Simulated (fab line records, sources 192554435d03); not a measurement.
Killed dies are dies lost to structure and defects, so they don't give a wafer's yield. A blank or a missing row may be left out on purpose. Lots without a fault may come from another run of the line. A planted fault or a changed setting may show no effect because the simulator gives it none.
Which tool did it? | flow n5_finfet | 12 lots, 34 wafers sampled, at 5 steps of a route of 1938

WHAT THE GAUGES READ, wafer by wafer
N5_BEOL_M13_INSPECT_12: inspects for defects (macro). Usual: raw_defect_count 1.8, standard deviation 1.3.
lot  | measured     | on                | raw_defect_count | flag
L701 | day 11 18:33 | defect_inspect-02 | 1 0              |
L703 | day 12 01:26 | defect_inspect-01 | 3 3 2            |
L704 | day 12 07:49 | defect_inspect-02 | 4 0              |
L707 | day 13 02:32 | defect_inspect-02 | 1 1 1            |
L708 | day 13 02:47 | defect_inspect-02 | 2 2 1            |
L715 | day 14 09:48 | defect_inspect-01 | 0 1 1            |
L716 | day 15 06:44 | defect_inspect-02 | 0 3 2            |
L714 | day 15 07:01 | defect_inspect-02 | 2 2 0            |
L717 | day 15 07:38 | defect_inspect-02 | 1 1 0            |
L723 | day 16 10:27 | defect_inspect-01 | 1 1 1            |
L722 | day 17 04:10 | defect_inspect-01 | 1 2 3            |
L724 | day 17 13:32 | defect_inspect-01 | 1 2 3            |

N5_BEOL_M13_CD_MEAS_28: target cd 209.5 nm. Usual: cd_nm 210.1 nm, standard deviation 1.4.
lot  | measured     | on        | cd_nm (nm)        | flag
L701 | day 11 19:29 | cd_sem-01 | 208.6 210.7       |
L703 | day 12 02:29 | cd_sem-01 | 214.5 211.3 211.4 |
L704 | day 12 08:45 | cd_sem-03 | 211.6 209.1       |
L707 | day 13 03:26 | cd_sem-01 | 209.9 209.2 210.1 |
L708 | day 13 03:49 | cd_sem-01 | 210.3 212.8 211.5 |
L715 | day 14 10:44 | cd_sem-01 | 209.7 211.1 209.8 |
L716 | day 15 07:40 | cd_sem-02 | 209.5 210.5 210.6 |
L714 | day 15 08:02 | cd_sem-02 | 210.6 209.6 209.9 |
L717 | day 15 08:37 | cd_sem-03 | 210.9 210.5 210.9 |
L723 | day 16 12:09 | cd_sem-02 | 209.4 206.6 210.4 |
L722 | day 17 05:03 | cd_sem-03 | 212.2 209.2 210.2 |
L724 | day 17 14:25 | cd_sem-02 | 209.0 212.1 208.2 |

N5_BEOL_M13_OVL_MEAS_29. Usual: M13_OVL 1 nm, standard deviation 6.8.
lot  | measured     | on         | M13_OVL (nm) | flag
L701 | day 11 19:31 | overlay-02 | -6 -8        |
L703 | day 12 02:31 | overlay-01 | 2 6 4        |
L704 | day 12 08:47 | overlay-02 | -4 1         |
L707 | day 13 03:28 | overlay-02 | -7 -18 -2    |
L708 | day 13 03:50 | overlay-01 | 8 9 9        |
L715 | day 14 10:46 | overlay-01 | 34 31 36     | OFF
L716 | day 15 07:42 | overlay-01 | -4 3 10      |
L714 | day 15 08:04 | overlay-02 | 33 33 33     | OFF
L717 | day 15 08:39 | overlay-02 | 36 43 39     | OFF
L723 | day 16 12:11 | overlay-02 | 7 5 2        |
L722 | day 17 05:05 | overlay-01 | 1 -5 7       |
L724 | day 17 14:27 | overlay-02 | 1 -1 4       |

WHICH TOOL RAN EACH LOT (tool, then ch and the chambers of the sampled wafers, then the start)
lot  | N5_BEOL_M13_DESCUM_15              | N5_BEOL_M13_EXPOSE_25
L701 | rie_diel-01 ch 1,3, day 11 18:37   | krf_scanner-01 ch 0, day 11 19:19
L703 | rie_diel-02 ch 0,1, day 12 01:37   | krf_scanner-01 ch 0, day 12 02:19
L704 | rie_diel-03 ch 2,3, day 12 07:53   | krf_scanner-01 ch 0, day 12 08:35
L707 | rie_diel-03 ch 1,2,3, day 13 02:34 | krf_scanner-02 ch 0, day 13 03:16
L708 | rie_diel-02 ch 0,1, day 13 02:49   | krf_scanner-01 ch 0, day 13 03:38
L715 | rie_diel-02 ch 0,1, day 14 09:50   | krf_scanner-01 ch 0, day 14 10:34
L716 | rie_diel-02 ch 1,2,3, day 15 06:46 | krf_scanner-02 ch 0, day 15 07:30
L714 | rie_diel-01 ch 1,2,3, day 15 07:03 | krf_scanner-01 ch 0, day 15 07:52
L717 | rie_diel-02 ch 1,2,3, day 15 07:46 | krf_scanner-01 ch 0, day 15 08:27
L723 | rie_diel-01 ch 0,1,3, day 16 11:10 | krf_scanner-02 ch 0, day 16 11:59
L722 | rie_diel-01 ch 0,1, day 17 04:12   | krf_scanner-02 ch 0, day 17 04:53
L724 | rie_diel-02 ch 0,1,3, day 17 13:34 | krf_scanner-02 ch 0, day 17 14:15
- N5_BEOL_M13_DESCUM_15: chemistry O2, time 7.9 s.
- N5_BEOL_M13_EXPOSE_25: exposes mask M13, target cd 210 nm.

WHAT THE TOOLS THEMSELVES READ (means of the sampled wafers that have a number; where no wafer has one, the mark that the record gives instead)
N5_BEOL_M13_DESCUM_15. Usual: drypump_motor_current_A 5.7 A, standard deviation 0.41; oes_product_au 0.76 a.u., standard deviation 0.088; rf_vpp_V 242.8 V, standard deviation 1.5; showerhead_plenum_p_Torr 2.07 Torr, standard deviation 0.077; throttle_valve_pct 20.54 %, standard deviation 0.26.
lot  | tool        | drypump_motor_current_A (A) | oes_product_au (a.u.) | rf_vpp_V (V) | showerhead_plenum_p_Torr (Torr) | throttle_valve_pct (%) | flag
L701 | rie_diel-01 | 5.7                         | 0.72                  | 242.2        | 1.98                            | 20.80                  |
L703 | rie_diel-02 | 5.6                         | 0.85                  | 243.6        | 2.10                            | 20.35                  |
L704 | rie_diel-03 | 5.6                         | 0.82                  | 241.9        | 2.02                            | 20.62                  |
L707 | rie_diel-03 | 5.4                         | 0.85                  | 242.8        | 2.03                            | 20.58                  |
L708 | rie_diel-02 | 5.6                         | 0.84                  | 242.1        | 2.09                            | 20.37                  |
L715 | rie_diel-02 | 5.6                         | 0.78                  | 242.1        | 2.05                            | 20.58                  |
L716 | rie_diel-02 | 5.6                         | 0.74                  | 242.9        | 2.06                            | 20.56                  |
L714 | rie_diel-01 | 5.8                         | 0.70                  | 242.3        | 2.04                            | 20.63                  |
L717 | rie_diel-02 | 5.6                         | 0.74                  | 242.9        | 2.06                            | 20.57                  |
L723 | rie_diel-01 | 5.9                         | 0.78                  | 242.8        | 2.09                            | 20.60                  |
L722 | rie_diel-01 | 5.7                         | 0.69                  | 241.7        | 1.99                            | 20.49                  |
L724 | rie_diel-02 | 5.5                         | 0.77                  | 243.4        | 2.08                            | 20.50                  |

THE ANSWER, worked out from the rows above alone
Rule: a lot is off if the mean of its wafers that have a number lies more than 3 standard deviations from the usual mean. A lot without any number at a reading at which 4 lots or more have one is off too. The other lots that the step has rows for count as sound. The gauges are gone through in route order, then the tools' own readings, and for those a lot's mean is taken as printed above. The first step at which some lot is off is used, and at that step the reading that is off furthest; a lot without a number counts as furthest.
Off: L715, L714, L717, at N5_BEOL_M13_OVL_MEAS_29 (M13_OVL).
A tool fits if, at a process step before that reading, it ran every lot that is off, and no sound lot after the first of them. The gauges at N5_BEOL_M13_OVL_MEAS_29 are tried like those tools. One fits: krf_scanner-01 at N5_BEOL_M13_EXPOSE_25. Its last sound lot is L708 (day 13 03:38), its first lot that is off L715 (day 14 10:34): a fault that began between those two fits.

WHAT THE SIMULATOR HAD PUT IN
Scanner matching overlay: krf_scanner-01, from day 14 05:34 on, at N5_BEOL_M13_EXPOSE_25. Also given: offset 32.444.
Lots struck among those shown: L715, L714, L717. The rule above found the same.
